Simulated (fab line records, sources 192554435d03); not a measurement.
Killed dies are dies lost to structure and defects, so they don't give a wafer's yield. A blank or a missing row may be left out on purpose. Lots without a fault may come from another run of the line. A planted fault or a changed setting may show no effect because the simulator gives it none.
Chamber matching | flow n5_finfet | N5_BEOL_M5_CO_CAP_78 on cvd_co-02: 3 sister chambers
The step material Co, precursor CCTBA/H2, target thk 2 nm, time 102.1 s. 6 wafers are shown with their chamber, then 12 later ones without.

WAFERS WITH THEIR CHAMBER
wafer  | chamber | heater_power_w (W) | susceptor_temp_C (C)
L082.1 | 1       | 230                | 200.27
L082.3 | 2       | 214                | 199.87
L082.4 | 0       | 264                | 199.89
L088.1 | 1       | 231                | 199.86
L088.2 | 2       | 216                | 200.03
L088.5 | 0       | 273                | 200.13

WAFERS WITHOUT THEIR CHAMBER
wafer  | heater_power_w (W) | susceptor_temp_C (C)
L090.4 | 268                | 200.07
L090.5 | 223                | 199.92
L090.6 | 239                | 200.12
L094.2 | 271                | 199.87
L094.3 | 223                | 200.17
L094.4 | 269                | 199.78
L093.1 | 264                | 200.07
L093.4 | 272                | 200.11
L093.5 | 236                | 199.89
L097.2 | 222                | 200.05
L097.4 | 213                | 200.17
L097.5 | 226                | 199.99

WHICH CHAMBER EACH WENT THROUGH
wafer  | from the rows above     | in truth
L090.4 | 0                       | 0
L090.5 | can't be placed: 1 or 2 | 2
L090.6 | 1                       | 1
L094.2 | 0                       | 0
L094.3 | can't be placed: 1 or 2 | 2
L094.4 | 0                       | 0
L093.1 | 0                       | 0
L093.4 | 0                       | 0
L093.5 | 1                       | 1
L097.2 | can't be placed: 2 or 1 | 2
L097.4 | 2                       | 2
L097.5 | can't be placed: 1 or 2 | 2
Placed correctly: 8 of 12. Can't be placed from these rows: 4 (the true chamber is among the candidates in 4). Placed wrongly: 0.
How it was worked out, from the rows above alone: a wafer's distance from a chamber is the root of the sum, over the readings, of the square of ((its reading less the chamber's mean) divided by the reading's scatter). The wafer belongs to the nearest chamber; if the next one is less than 2 further off, it can't be placed. A chamber's mean is the mean of its shown wafers. The scatter: the root of (the sum of the squares of (reading less its chamber's mean) over the shown wafers, divided by (wafers less chambers)).
